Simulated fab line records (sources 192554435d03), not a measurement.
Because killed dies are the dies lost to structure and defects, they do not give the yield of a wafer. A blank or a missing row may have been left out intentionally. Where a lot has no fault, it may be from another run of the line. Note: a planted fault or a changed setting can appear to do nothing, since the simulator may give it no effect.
Matching of chambers / flow n5-finfet / rie-diel-04 running N5_BEOL_M5_STRIP_36: 4 sister chambers
The step strips in N2/H2. 18 wafers are shown with their chamber, then 9 later ones without.

EACH WAFER AND ITS CHAMBER
wafer=L077.4; chamber=1; showerhead-plenum-p-Torr (Torr)=2.61; drypump-motor-current-A (A)=6.17; throttle-valve-pct (%)=23.29
wafer=L077.5; chamber=3; showerhead-plenum-p-Torr (Torr)=2.34; drypump-motor-current-A (A)=5.63; throttle-valve-pct (%)=23.21
wafer=L077.6; chamber=2; showerhead-plenum-p-Torr (Torr)=2.60; drypump-motor-current-A (A)=6.04; throttle-valve-pct (%)=23.76
wafer=L076.3; chamber=1; showerhead-plenum-p-Torr (Torr)=2.60; drypump-motor-current-A (A)=6.17; throttle-valve-pct (%)=23.24
wafer=L076.4; chamber=3; showerhead-plenum-p-Torr (Torr)=2.34; drypump-motor-current-A (A)=5.67; throttle-valve-pct (%)=23.24
wafer=L076.5; chamber=1; showerhead-plenum-p-Torr (Torr)=2.61; drypump-motor-current-A (A)=6.17; throttle-valve-pct (%)=23.26
wafer=L078.2; chamber=0; showerhead-plenum-p-Torr (Torr)=2.41; drypump-motor-current-A (A)=5.42; throttle-valve-pct (%)=23.23
wafer=L078.4; chamber=0; showerhead-plenum-p-Torr (Torr)=2.41; drypump-motor-current-A (A)=5.46; throttle-valve-pct (%)=23.25
wafer=L078.5; chamber=3; showerhead-plenum-p-Torr (Torr)=2.34; drypump-motor-current-A (A)=5.65; throttle-valve-pct (%)=23.23
wafer=L081.2; chamber=0; showerhead-plenum-p-Torr (Torr)=2.41; drypump-motor-current-A (A)=5.43; throttle-valve-pct (%)=23.26
wafer=L081.3; chamber=2; showerhead-plenum-p-Torr (Torr)=2.60; drypump-motor-current-A (A)=6.07; throttle-valve-pct (%)=23.38
wafer=L081.5; chamber=3; showerhead-plenum-p-Torr (Torr)=2.33; drypump-motor-current-A (A)=5.61; throttle-valve-pct (%)=23.22
wafer=L082.1; chamber=0; showerhead-plenum-p-Torr (Torr)=2.41; drypump-motor-current-A (A)=5.44; throttle-valve-pct (%)=23.23
wafer=L082.4; chamber=2; showerhead-plenum-p-Torr (Torr)=2.60; drypump-motor-current-A (A)=6.04; throttle-valve-pct (%)=23.45
wafer=L082.6; chamber=1; showerhead-plenum-p-Torr (Torr)=2.60; drypump-motor-current-A (A)=6.16; throttle-valve-pct (%)=23.28
wafer=L085.1; chamber=2; showerhead-plenum-p-Torr (Torr)=2.60; drypump-motor-current-A (A)=6.03; throttle-valve-pct (%)=23.44
wafer=L085.2; chamber=1; showerhead-plenum-p-Torr (Torr)=2.60; drypump-motor-current-A (A)=6.17; throttle-valve-pct (%)=23.27
wafer=L085.3; chamber=0; showerhead-plenum-p-Torr (Torr)=2.40; drypump-motor-current-A (A)=5.44; throttle-valve-pct (%)=23.22

SIGNATURES (means of the wafers above)
reading=showerhead-plenum-p-Torr; chamber 0=2.4080; chamber 1=2.6040; chamber 2=2.6000; chamber 3=2.3375; scatter within a chamber=0.00443
reading=drypump-motor-current-A; chamber 0=5.4380; chamber 1=6.1680; chamber 2=6.0450; chamber 3=5.6400; scatter within a chamber=0.0166
reading=throttle-valve-pct; chamber 0=23.2380; chamber 1=23.2680; chamber 2=23.5075; chamber 3=23.2250; scatter within a chamber=0.0806
Rule: a wafer's distance from a chamber is the root of the sum, over the readings, of the square of ((its reading less the chamber's mean) divided by the reading's scatter). The wafer belongs to the nearest chamber; if the next one is less than 2 further off, it can't be placed. The scatter: the root of (the sum of the squares of (reading less its chamber's mean) over the shown wafers, divided by (wafers less chambers)).

WAFERS WHOSE CHAMBER IS MISSING
wafer=L087.2; showerhead-plenum-p-Torr (Torr)=2.33; drypump-motor-current-A (A)=5.61; throttle-valve-pct (%)=23.27
wafer=L087.3; showerhead-plenum-p-Torr (Torr)=2.59; drypump-motor-current-A (A)=6.07; throttle-valve-pct (%)=23.45
wafer=L087.4; showerhead-plenum-p-Torr (Torr)=2.33; drypump-motor-current-A (A)=5.65; throttle-valve-pct (%)=23.30
wafer=L088.3; showerhead-plenum-p-Torr (Torr)=2.33; drypump-motor-current-A (A)=5.65; throttle-valve-pct (%)=23.27
wafer=L088.4; showerhead-plenum-p-Torr (Torr)=2.59; drypump-motor-current-A (A)=6.19; throttle-valve-pct (%)=23.28
wafer=L088.5; showerhead-plenum-p-Torr (Torr)=2.59; drypump-motor-current-A (A)=6.06; throttle-valve-pct (%)=23.43
wafer=L094.2; showerhead-plenum-p-Torr (Torr)=2.59; drypump-motor-current-A (A)=6.04; throttle-valve-pct (%)=23.47
wafer=L094.3; showerhead-plenum-p-Torr (Torr)=2.59; drypump-motor-current-A (A)=6.18; throttle-valve-pct (%)=23.30
wafer=L094.5; showerhead-plenum-p-Torr (Torr)=2.40; drypump-motor-current-A (A)=5.47; throttle-valve-pct (%)=23.24

WHICH CHAMBER EACH ONE RAN IN
wafer=L087.2; from the rows above=3; in truth=3
wafer=L087.3; from the rows above=2; in truth=2
wafer=L087.4; from the rows above=3; in truth=3
wafer=L088.3; from the rows above=3; in truth=3
wafer=L088.4; from the rows above=1; in truth=1
wafer=L088.5; from the rows above=2; in truth=2
wafer=L094.2; from the rows above=2; in truth=2
wafer=L094.3; from the rows above=1; in truth=1
wafer=L094.5; from the rows above=0; in truth=0
Correctly placed: 9 of 9. From these rows, 0 cannot be placed. 0 placed wrongly.
